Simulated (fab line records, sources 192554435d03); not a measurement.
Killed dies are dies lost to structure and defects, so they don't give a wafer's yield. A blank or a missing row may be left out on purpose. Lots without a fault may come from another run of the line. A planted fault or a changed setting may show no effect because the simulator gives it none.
Chamber matching | flow n5_finfet | N5_BEOL_M5_ALD_86 on ald_metal-04: 4 sister chambers
The step deposits TaN, pulse time 2 s, purge time 3 s, co reactant purge time 2 s. 16 wafers are shown with their chamber, then 8 later ones without.

WAFERS WITH THEIR CHAMBER
wafer  | chamber | heater_power_w (W) | chamber_pressure_Torr (Torr)
L452.2 | 2       | 390                | 3.001
L452.5 | 2       | 397                | 2.997
L452.6 | 3       | 457                | 2.998
L459.2 | 0       | 425                | 3.000
L459.5 | 1       | 339                | 2.997
L459.6 | 2       | 414                | 2.997
L460.1 | 3       | 458                | 2.999
L460.5 | 3       | 449                | 3.010
L460.6 | 0       | 424                | 3.010
L457.2 | 2       | 399                | 2.996
L457.3 | 0       | 410                | 2.996
L457.4 | 3       | 447                | 2.994
L467.1 | 1       | 332                | 3.005
L467.3 | 3       | 463                | 3.003
L467.5 | 1       | 343                | 3.008
L470.4 | 3       | 457                | 2.999

SIGNATURES (means of the wafers above)
reading               | chamber 0 | chamber 1 | chamber 2 | chamber 3 | scatter within a chamber
heater_power_w        | 419.67    | 338.00    | 400.00    | 455.17    | 7.58
chamber_pressure_Torr | 3.00200   | 3.00333   | 2.99775   | 3.00050   | 0.00527
Rule: a wafer's distance from a chamber is the root of the sum, over the readings, of the square of ((its reading less the chamber's mean) divided by the reading's scatter). The wafer belongs to the nearest chamber; if the next one is less than 2 further off, it can't be placed. The scatter: the root of (the sum of the squares of (reading less its chamber's mean) over the shown wafers, divided by (wafers less chambers)).

WAFERS WITHOUT THEIR CHAMBER
wafer  | heater_power_w (W) | chamber_pressure_Torr (Torr)
L470.5 | 408                | 2.999
L470.6 | 464                | 3.002
L475.4 | 337                | 3.000
L475.5 | 401                | 3.004
L475.6 | 342                | 3.001
L474.2 | 467                | 2.989
L474.4 | 339                | 3.003
L474.6 | 447                | 3.001

WHICH CHAMBER EACH WENT THROUGH
wafer  | from the rows above     | in truth
L470.5 | can't be placed: 2 or 0 | 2
L470.6 | 3                       | 3
L475.4 | 1                       | 1
L475.5 | can't be placed: 2 or 0 | 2
L475.6 | 1                       | 1
L474.2 | 3                       | 3
L474.4 | 1                       | 1
L474.6 | 3                       | 3
Placed correctly: 6 of 8. Can't be placed from these rows: 2 (the true chamber is among the candidates in 2). Placed wrongly: 0.
